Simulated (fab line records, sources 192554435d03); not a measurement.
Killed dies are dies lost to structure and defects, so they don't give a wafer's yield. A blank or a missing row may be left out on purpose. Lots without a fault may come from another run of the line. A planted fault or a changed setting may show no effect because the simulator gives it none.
fab line records | flow n5_finfet | part 1 of 2: steps 1 to 22 of 31
record lots=5 wafers=15 last_day=18
route steps=1938 shown GATE_CUT@516 MOL_CONTACT_COAG@517
lots that met no fault: from a run of the same line without faults
start_h: hours from the record's first day to the start of the lot's first wafer shown | wait_h: hours since the lot's step before | " the same as in the row above | L1.1+2: a row that stands for several wafers | - no value, or no start given | * or withheld: withheld | < > ~ a bound
route shown NAME@n: a module of which the file shows steps, and the number in the route of the first | usual: mean/standard deviation of fault-free wafers | same: alike in all rows | chamber/n: place in a boat | sites: the reading at each site | _std_site: their standard deviation | _edge_site: outer sites' mean less inner sites' | radius_mm: how far each site lies from the wafer's centre | mask NAME#n: copy n | behind: the tool/chamber that last shaped the wafer | hold: why the lot was held/for how many hours/how that ended | device: the transistor (n, p or np) that didn't switch | end of line: the same wafers' tests at the end of the route | a step without rows: its recipe alone | killed: dies lost to structure and defects at the first sort, not the wafer's yield | map: a wafer's dies, x killed, . not, _ none there
set.NAME: the setting as run; set.NAME@STEP: as run at that earlier step | model.NAME: the simulator's own value behind a step, which no gauge read
lots at some steps of the route; a table a step, a row a wafer
services: from which hour (start_h, from the record's first day; less than 0 if before it) a tool's chamber was out of use, for how many hours, and why
## steps
# step N5_GATE_CUT_INSPECT_26
# recipe inspect_instrument=darkfield mode=post_cmp
# usual raw_defect_count=40/19
# columns lot.wafer tool chamber start_h wait_h raw_defect_count
L079.3 defect_inspect-02 - 116.59 0.2 27
L079.5 " - " " 33
L079.6 " - " " 73
L080.2 defect_inspect-02 - 122.70 0.0 42
L080.4 " - " " 26
L080.5 " - " " 23
L082.3 defect_inspect-01 - 142.00 0.0 69
L082.4 " - " " 99
L082.5 " - " " 23
L090.2 defect_inspect-01 - 185.82 0.0 31
L090.4 " - " " 47
L090.6 " - " " 23
L093.1 defect_inspect-02 - 202.65 0.0 13
L093.3 " - " " 30
L093.4 " - " " 16
# step N5_MOL_CONTACT_COAG_COAT_103
# recipe resist=SOC temp_c=250 time_s=60 spin_rpm=1500 resist_thk_nm=80
# columns lot.wafer tool chamber start_h wait_h
L079.3+5+6 litho_track-05 0 116.62 0.0
L080.2+4+5 litho_track-05 0 122.74 0.0
L082.3+4+5 litho_track-05 0 142.03 0.0
L090.2+4+6 litho_track-03 0 185.85 0.0
L093.1+3+4 litho_track-02 0 202.68 0.0
# step N5_MOL_CONTACT_COAG_COAT_104
# recipe resist=SiARC temp_c=220 time_s=60 spin_rpm=1500 resist_thk_nm=12
# columns lot.wafer tool chamber start_h wait_h
L079.3+5+6 litho_track-05 0 - -
L080.2+4+5 litho_track-05 0 - -
L082.3+4+5 litho_track-05 0 - -
L090.2+4+6 litho_track-03 0 - -
L093.1+3+4 litho_track-02 0 - -
# step N5_MOL_CONTACT_COAG_COAT_58
# recipe resist=underlayer temp_c=205 time_s=60 spin_rpm=1500 resist_thk_nm=10
# columns lot.wafer tool chamber start_h wait_h
L079.3+5+6 litho_track-05 0 - -
L080.2+4+5 litho_track-05 0 - -
L082.3+4+5 litho_track-05 0 - -
L090.2+4+6 litho_track-03 0 - -
L093.1+3+4 litho_track-02 0 - -
# step N5_MOL_CONTACT_COAG_COAT_02
# recipe resist=CAR-EUV spin_rpm=1500 resist_thk_nm=30
# columns lot.wafer tool chamber start_h wait_h
L079.3+5+6 litho_track-05 0 - -
L080.2+4+5 litho_track-05 0 - -
L082.3+4+5 litho_track-05 0 - -
L090.2+4+6 litho_track-03 0 - -
L093.1+3+4 litho_track-02 0 - -
# step N5_MOL_CONTACT_COAG_EBR_04
# recipe solvent=PGMEA ebr_width_mm=1.5
# same ebr_width_mm=1.5
# columns lot.wafer tool chamber start_h wait_h
L079.3+5+6 litho_track-05 0 - -
L080.2+4+5 litho_track-05 0 - -
L082.3+4+5 litho_track-05 0 - -
L090.2+4+6 litho_track-03 0 - -
L093.1+3+4 litho_track-02 0 - -
# step N5_MOL_CONTACT_COAG_SOFTBAKE_03
# recipe temp_c=110 time_s=60 resist=CAR-EUV
# columns lot.wafer tool chamber start_h wait_h
L079.3+5+6 litho_track-05 0 - -
L080.2+4+5 litho_track-05 0 - -
L082.3+4+5 litho_track-05 0 - -
L090.2+4+6 litho_track-03 0 - -
L093.1+3+4 litho_track-02 0 - -
# step N5_MOL_CONTACT_COAG_EXPOSE_05
# recipe mask_id=CA na=0.33 source_shape=annular sigma_inner=0.4 sigma_outer=0.8 polarization=unpolarized defocus_nm=0 dose_mj=38.25
# usual reticle_temp_C=23.01/0.096
# columns lot.wafer tool chamber start_h wait_h mask reticle_temp_C
L079.3 euv_scanner-01 0 116.91 - CA#0 22.95
L079.5 " 0 " " CA#0 23.15
L079.6 " 0 " " CA#0 23.06
L080.2 euv_scanner-01 0 122.88 - CA#0 22.96
L080.4 " 0 " " CA#0 23.08
L080.5 " 0 " " CA#0 22.98
L082.3 euv_scanner-02 0 142.18 - CA#0 22.89
L082.4 " 0 " " CA#0 23.18
L082.5 " 0 " " CA#0 23.08
L090.2 euv_scanner-01 0 186.12 - CA#0 22.95
L090.4 " 0 " " CA#0 22.94
L090.6 " 0 " " CA#0 23.19
L093.1 euv_scanner-02 0 202.82 - CA#0 23.03
L093.3 " 0 " " CA#0 23.00
L093.4 " 0 " " CA#0 23.05
# step N5_MOL_CONTACT_COAG_PEB_06
# recipe peb_temp_c=100 peb_time_s=60 resist=CAR-EUV
# columns lot.wafer tool chamber start_h wait_h
L079.3+5+6 litho_track-03 0 116.96 0.0
L080.2+4+5 litho_track-02 0 122.94 0.0
L082.3+4+5 litho_track-02 0 142.23 0.0
L090.2+4+6 litho_track-03 0 186.17 0.0
L093.1+3+4 litho_track-05 0 202.88 0.1
# step N5_MOL_CONTACT_COAG_DEVELOP_07
# recipe develop_time_s=30 developer=TMAH resist=CAR-EUV rinse_liquid=surfactant_rinse dry=air_spin dev_temp_c=23
# columns lot.wafer tool chamber start_h wait_h
L079.3+5+6 litho_track-03 0 - -
L080.2+4+5 litho_track-02 0 - -
L082.3+4+5 litho_track-02 0 - -
L090.2+4+6 litho_track-03 0 - -
L093.1+3+4 litho_track-05 0 - -
# step N5_MOL_CONTACT_COAG_CD_MEAS_08
# recipe target_cd_nm=28 landing_energy_ev=500 detector=se_inlens polarity=opening
# usual cd_nm=28.10/0.24
# same landing_energy_ev=500
# columns lot.wafer tool chamber start_h wait_h cd_nm
L079.3 cd_sem-03 0 117.03 - 27.59
L079.5 " 0 " " 27.83
L079.6 " 0 " " 27.99
L080.2 cd_sem-03 0 123.00 - 28.01
L080.4 " 0 " " 28.31
L080.5 " 0 " " 27.81
L082.3 cd_sem-03 0 142.29 - 28.06
L082.4 " 0 " " 28.11
L082.5 " 0 " " 28.33
L090.2 cd_sem-03 0 186.24 - 28.13
L090.4 " 0 " " 28.38
L090.6 " 0 " " 28.04
L093.1 cd_sem-03 0 202.95 - 28.31
L093.3 " 0 " " 28.32
L093.4 " 0 " " 28.20
# step N5_MOL_CONTACT_COAG_OVL_MEAS_09
# recipe points_per_wafer=522
# usual CA_OVL=0.0/0.9
# columns lot.wafer tool chamber start_h wait_h CA_OVL[nm]
L079.3 overlay-01 0 117.07 0.0 -1.4
L079.5 " 0 " " -1.0
L079.6 " 0 " " -0.9
L080.2 overlay-02 0 123.04 0.0 0.5
L080.4 " 0 " " 0.5
L080.5 " 0 " " 1.0
L082.3 overlay-01 0 142.33 0.0 2.4
L082.4 " 0 " " 0.7
L082.5 " 0 " " 1.6
L090.2 overlay-02 0 186.28 0.0 -0.6
L090.4 " 0 " " 0.0
L090.6 " 0 " " -0.9
L093.1 overlay-01 0 202.98 0.0 1.3
L093.3 " 0 " " 0.9
L093.4 " 0 " " 0.4
# step N5_MOL_CONTACT_COAG_INSPECT_10
# recipe mode=adi inspect_instrument=brightfield
# usual raw_defect_count=71/31
# columns lot.wafer tool chamber start_h wait_h raw_defect_count
L079.3 defect_inspect-02 - 117.12 0.0 48
L079.5 " - " " 58
L079.6 " - " " 137
L080.2 defect_inspect-02 - 123.09 0.0 80
L080.4 " - " " 37
L080.5 " - " " 38
L082.3 defect_inspect-02 - 142.38 0.0 101
L082.4 " - " " 155
L082.5 " - " " 44
L090.2 defect_inspect-01 - 186.33 0.0 77
L090.4 " - " " 90
L090.6 " - " " 59
L093.1 defect_inspect-02 - 203.04 0.1 21
L093.3 " - " " 55
L093.4 " - " " 19
# step N5_MOL_CONTACT_COAG_DESCUM_13
# recipe chemistry=O2 time_s=7 source_power_w=50 bias_power_w=20 pressure_mtorr=20 rf_frequency_hz=2.712e+07 temp_c=40 resist=CAR-EUV o2_flow_sccm=225
# usual drypump_motor_current_A=5.7/0.53 oes_product_au=0.75/0.062 rf_vpp_V=242.8/1.4 showerhead_plenum_p_Torr=2.07/0.07 throttle_valve_pct=20.49/0.3
# columns lot.wafer tool chamber start_h wait_h drypump_motor_current_A oes_product_au rf_hours_counter_h rf_vpp_V showerhead_plenum_p_Torr throttle_valve_pct
L079.3 rie_diel-02 3 117.44 0.3 5.7 0.74 180 243.5 2.10 20.73
L079.5 " 2 " " 6.1 0.80 - 243.9 2.11 20.35
L079.6 " 3 " " 5.7 0.73 - 243.0 2.10 20.72
L080.2 rie_diel-05 1 123.12 0.0 6.7 0.78 95 244.9 2.12 20.05
L080.4 " 2 " " 6.3 0.73 181 241.3 2.08 20.73
L080.5 " 3 " " 5.4 0.89 - 242.2 2.05 20.31
L082.3 rie_diel-02 2 142.72 0.3 6.1 0.80 96 244.0 2.11 20.36
L082.4 " 3 " " 5.7 0.73 189 242.3 2.10 20.74
L082.5 " 0 " " 5.7 0.80 - 242.9 2.10 20.49
L090.2 rie_diel-06 0 186.36 0.0 5.8 0.69 219 241.2 1.96 20.60
L090.4 " 2 " " 4.9 0.68 216 244.1 2.15 20.83
L090.6 " 0 " " 5.8 0.69 - 241.8 1.96 20.60
L093.1 rie_diel-05 0 203.07 0.0 6.4 0.81 104 243.9 2.09 20.31
L093.3 " 2 " " 6.2 0.71 205 242.5 2.08 20.76
L093.4 " 1 " " 6.7 0.76 121 244.5 2.11 20.07
# step N5_MOL_CONTACT_COAG_ETCH_59
# recipe chemistry=N2/H2 target=underlayer target_depth_a=130 mask_material=CAR-EUV time_s=10.4 ion_energy_ev=200 pressure_mtorr=30 source_w=840 bias_w=150 n2_flow_sccm=200 h2_flow_sccm=200 ends=cleared
# usual drypump_motor_current_A=5.7/0.53 etch_rf_on_time_s=10.53/0.26 oes_product_au=0.64/0.051 rf_vpp_V=523.0/2.4 showerhead_plenum_p_Torr=2.51/0.084 throttle_valve_pct=17.9/0.32
# columns lot.wafer tool chamber start_h wait_h drypump_motor_current_A etch_rf_on_time_s oes_product_au rf_hours_counter_h rf_vpp_V showerhead_plenum_p_Torr throttle_valve_pct
L079.3 rie_diel-02 3 117.47 0.0 5.7 10.15 0.64 180 522.6 2.51 17.9
L079.5 " 2 " " 6.1 10.60 0.68 - 524.6 2.58 17.8
L079.6 " 3 " " 5.7 10.10 0.63 - 523.3 2.51 17.9
L080.2 rie_diel-05 1 123.16 0.0 6.7 10.57 0.68 95 523.0 2.56 17.4
L080.4 " 2 " " 6.3 10.53 0.62 181 523.5 2.54 18.3
L080.5 " 3 " " 5.5 10.59 0.75 - 521.7 2.49 17.7
L082.3 rie_diel-02 2 142.75 0.0 6.1 10.68 0.67 96 526.7 2.57 17.9
L082.4 " 3 " " 5.7 10.08 0.63 189 521.2 2.51 17.9
L082.5 " 0 " " 5.7 10.23 0.68 - 524.1 2.54 17.8
L090.2 rie_diel-06 0 186.40 0.0 5.8 10.64 0.59 219 519.4 2.40 18.1
L090.4 " 2 " " 4.9 10.92 0.58 216 526.6 2.62 18.3
L090.6 " 0 " " 5.8 10.64 0.60 - 522.1 2.40 18.1
L093.1 rie_diel-05 0 203.11 0.0 6.4 9.82 0.72 104 524.2 2.56 17.8
L093.3 " 2 " " 6.3 10.63 0.60 205 524.0 2.53 18.3
L093.4 " 1 " " 6.7 10.53 0.66 121 523.4 2.55 17.5
# step N5_MOL_CONTACT_COAG_ETCH_105
# recipe chemistry=CF4 target=SiARC target_depth_a=156 mask_material=CAR-EUV time_s=26 ion_energy_ev=80 pressure_mtorr=40 source_w=545 bias_w=36 Ar_flow_sccm=100 cf4_flow_sccm=100 ends=cleared
# usual drypump_motor_current_A=5.7/0.53 etch_rf_on_time_s=26.4/0.62 oes_product_au=0.64/0.051 rf_vpp_V=183.7/1.2 showerhead_plenum_p_Torr=2.12/0.072 throttle_valve_pct=15.68/0.28
# columns lot.wafer tool chamber start_h wait_h drypump_motor_current_A etch_rf_on_time_s oes_product_au rf_hours_counter_h rf_vpp_V showerhead_plenum_p_Torr throttle_valve_pct
L079.3 rie_diel-02 3 117.49 0.0 5.7 25.6 0.63 180 184.1 2.14 15.78
L079.5 " 2 " " 6.1 26.7 0.68 - 187.2 2.16 15.55
L079.6 " 3 " " 5.7 25.6 0.63 - 184.5 2.14 15.78
L080.2 rie_diel-05 1 123.18 0.0 6.7 26.9 0.66 95 183.5 2.16 15.24
L080.4 " 2 " " 6.3 26.3 0.62 181 184.3 2.14 15.93
L080.5 " 3 " " 5.5 26.9 0.74 - 182.8 2.09 15.37
L082.3 rie_diel-02 2 142.77 0.0 6.1 27.1 0.67 96 184.2 2.16 15.57
L082.4 " 3 " " 5.7 25.6 0.63 189 182.1 2.14 15.79
L082.5 " 0 " " 5.7 25.9 0.67 - 183.5 2.14 15.64
L090.2 rie_diel-06 0 186.42 0.0 5.8 27.1 0.59 219 183.0 2.02 15.89
L090.4 " 2 " " 4.9 27.6 0.57 216 185.9 2.21 16.06
L090.6 " 0 " " 5.8 26.8 0.59 - 183.9 2.02 15.89
L093.1 rie_diel-05 0 203.13 0.0 6.4 24.8 0.71 104 185.6 2.17 15.63
L093.3 " 2 " " 6.3 26.6 0.61 205 182.8 2.14 15.98
L093.4 " 1 " " 6.7 26.8 0.65 121 183.7 2.15 15.28
# step N5_MOL_CONTACT_COAG_ETCH_106
# recipe chemistry=N2/H2 target=SOC target_depth_a=800 overetch_a=160 mask_material=SiARC temp_c=40 time_s=120 ion_energy_ev=200 pressure_mtorr=30 source_w=840 bias_w=150 n2_flow_sccm=200 h2_flow_sccm=200
# usual drypump_motor_current_A=5.7/0.53 oes_product_au=0.68/0.049 rf_vpp_V=522.9/2.5 showerhead_plenum_p_Torr=2.51/0.084 throttle_valve_pct=17.9/0.32
# columns lot.wafer tool chamber start_h wait_h drypump_motor_current_A oes_product_au rf_hours_counter_h rf_vpp_V showerhead_plenum_p_Torr throttle_valve_pct
L079.3 rie_diel-02 3 117.52 0.0 5.7 0.65 180 524.3 2.51 17.8
L079.5 " 2 " " 6.1 0.72 - 523.6 2.58 17.8
L079.6 " 3 " " 5.7 0.66 - 523.8 2.51 17.9
L080.2 rie_diel-05 1 123.21 0.0 6.6 0.72 95 523.8 2.56 17.4
L080.4 " 2 " " 6.3 0.66 181 523.8 2.54 18.3
L080.5 " 3 " " 5.5 0.79 - 523.0 2.49 17.7
L082.3 rie_diel-02 2 142.80 0.0 6.1 0.72 96 524.4 2.57 17.8
L082.4 " 3 " " 5.7 0.65 189 522.9 2.51 17.9
L082.5 " 0 " " 5.7 0.71 - 524.6 2.54 17.7
L090.2 rie_diel-06 0 186.45 0.0 5.8 0.63 219 519.5 2.40 18.1
L090.4 " 2 " " 5.0 0.61 216 527.9 2.62 18.3
L090.6 " 0 " " 5.8 0.63 - 518.5 2.40 18.1
L093.1 rie_diel-05 0 203.16 0.0 6.4 0.72 104 523.8 2.56 17.8
L093.3 " 2 " " 6.2 0.64 205 522.3 2.53 18.3
L093.4 " 1 " " 6.6 0.69 122 523.9 2.55 17.5
# step N5_MOL_CONTACT_COAG_STRIP_107
# recipe chemistry=N2/H2 temp_c=40 n2_flow_sccm=200 h2_flow_sccm=200 rf_frequency_hz=6e+07
# columns lot.wafer tool chamber start_h wait_h
L079.3+5+6 rie_diel-02 3,2,3 117.60 0.0
L080.2+4+5 rie_diel-05 1,2,3 123.29 0.0
L082.3+4+5 rie_diel-02 2,3,0 142.88 0.0
L090.2+4+6 rie_diel-06 0,2,0 186.53 0.0
L093.1+3+4 rie_diel-05 0,2,1 203.24 0.0
# step N5_MOL_CONTACT_COAG_STRIP_108
# recipe chemistry=N2/H2 temp_c=40 n2_flow_sccm=200 h2_flow_sccm=200 rf_frequency_hz=6e+07
# columns lot.wafer tool chamber start_h wait_h
L079.3+5+6 rie_diel-02 3,2,3 117.61 0.0
L080.2+4+5 rie_diel-05 1,2,3 123.30 0.0
L082.3+4+5 rie_diel-02 2,3,0 142.89 0.0
L090.2+4+6 rie_diel-06 0,2,0 186.54 0.0
L093.1+3+4 rie_diel-05 0,2,1 203.25 0.0
# step N5_MOL_CONTACT_COAG_CONTACT_ETCH_14
# recipe chemistry=C4F6/O2 target=SiO2 target_depth_a=275 overetch_a=85 mask_material=SOC pressure_mtorr=30 source_w=370 bias_w=185 Ar_flow_sccm=300 C4F6_flow_sccm=16 O2_flow_sccm=10 time_s=20 ion_energy_ev=259.6
# usual drypump_motor_current_A=5.7/0.53 oes_o_777_au=0.75/0.058 oes_product_au=0.64/0.048 rf_vpp_V=692/3.2 showerhead_plenum_p_Torr=2.85/0.099 throttle_valve_pct=21.37/0.3
# columns lot.wafer tool chamber start_h wait_h drypump_motor_current_A oes_o_777_au oes_product_au rf_hours_counter_h rf_vpp_V showerhead_plenum_p_Torr throttle_valve_pct
L079.3 rie_diel-02 3 117.62 0.0 5.7 0.77 0.63 180 692 2.89 21.52
L079.5 " 2 " " 6.1 0.77 0.69 - 693 2.90 21.19
L079.6 " 3 " " 5.7 0.77 0.62 - 692 2.89 21.52
L080.2 rie_diel-05 1 123.31 0.0 6.7 0.79 0.68 95 694 2.93 20.99
L080.4 " 2 " " 6.2 0.72 0.62 181 691 2.89 21.69
L080.5 " 3 " " 5.4 0.86 0.75 - 691 2.83 21.17
L082.3 rie_diel-02 2 142.90 0.0 6.1 0.78 0.68 96 694 2.90 21.21
L082.4 " 3 " " 5.7 0.76 0.61 189 692 2.88 21.52
L082.5 " 0 " " 5.7 0.79 0.67 - 694 2.89 21.33
L090.2 rie_diel-06 0 186.55 0.0 5.8 0.70 0.60 219 688 2.72 21.47
L090.4 " 2 " " 4.9 0.65 0.59 216 696 2.98 21.81
L090.6 " 0 " " 5.8 0.70 0.59 - 688 2.72 21.46
L093.1 rie_diel-05 0 203.26 0.0 6.4 0.82 0.68 104 693 2.92 21.35
L093.3 " 2 " " 6.3 0.71 0.61 205 692 2.88 21.73
L093.4 " 1 " " 6.7 0.77 0.65 122 693 2.92 21.03
# step N5_MOL_CONTACT_COAG_STRIP_109
# recipe chemistry=C4F6/O2 resist=SiARC rf_frequency_hz=6e+07
# columns lot.wafer tool chamber start_h wait_h
L079.3+5+6 rie_diel-02 3,2,3 117.64 0.0
L080.2+4+5 rie_diel-05 1,2,3 123.33 0.0
L082.3+4+5 rie_diel-02 2,3,0 142.93 0.0
L090.2+4+6 rie_diel-06 0,2,0 186.57 0.0
L093.1+3+4 rie_diel-05 0,2,1 203.28 0.0
# step N5_MOL_CONTACT_COAG_ETCH_15
# recipe chemistry=CH3F/O2 target=SiNx target_depth_a=70 mask_material=SOC stop_on=Si:P over_etch_frac=0.75 ion_energy_ev=120 pressure_mtorr=30 source_w=395 bias_w=73 Ar_flow_sccm=150 CH3F_flow_sccm=30 O2_flow_sccm=20
# usual CH3F_flow_sccm=30.01/0.088 drypump_motor_current_A=5.7/0.53 oes_o_777_au=0.74/0.056 oes_product_au=0.55/0.041 rf_vpp_V=299/6.4 showerhead_plenum_p_Torr=1.98/0.071 throttle_valve_pct=16.43/0.28
# columns lot.wafer tool chamber start_h wait_h CH3F_flow_sccm drypump_motor_current_A oes_o_777_au oes_product_au rf_hours_counter_h rf_vpp_V showerhead_plenum_p_Torr throttle_valve_pct
L079.3 rie_diel-02 3 117.65 0.0 30.02 5.7 0.77 0.54 180 295 2.00 16.54
L079.5 " 2 " " 30.02 6.1 0.78 0.59 - 301 2.02 16.25
L079.6 " 3 " " 30.07 5.7 0.77 0.54 - 296 2.00 16.54
L080.2 rie_diel-05 1 123.34 0.0 30.08 6.7 0.78 0.59 95 303 2.04 16.05
L080.4 " 2 " " 30.06 6.3 0.73 0.54 181 296 2.00 16.67
L080.5 " 3 " " 30.01 5.5 0.84 0.65 - 302 1.97 16.20
L082.3 rie_diel-02 2 142.94 0.0 30.18 6.1 0.77 0.59 96 300 2.01 16.25
L082.4 " 3 " " 30.12 5.7 0.76 0.54 189 295 2.00 16.57
L082.5 " 0 " " 30.02 5.7 0.79 0.58 - 309 2.01 16.39
L090.2 rie_diel-06 0 186.58 0.0 30.04 5.8 0.68 0.51 219 289 1.89 16.61
L090.4 " 2 " " 30.00 4.9 0.66 0.50 216 301 2.07 16.84
L090.6 " 0 " " 30.11 5.8 0.69 0.51 - 286 1.88 16.62
L093.1 rie_diel-05 0 203.29 0.0 30.05 6.4 0.81 0.59 104 303 2.03 16.37
L093.3 " 2 " " 29.92 6.2 0.71 0.52 205 295 2.00 16.72
L093.4 " 1 " " 30.00 6.7 0.75 0.57 122 304 2.03 16.09
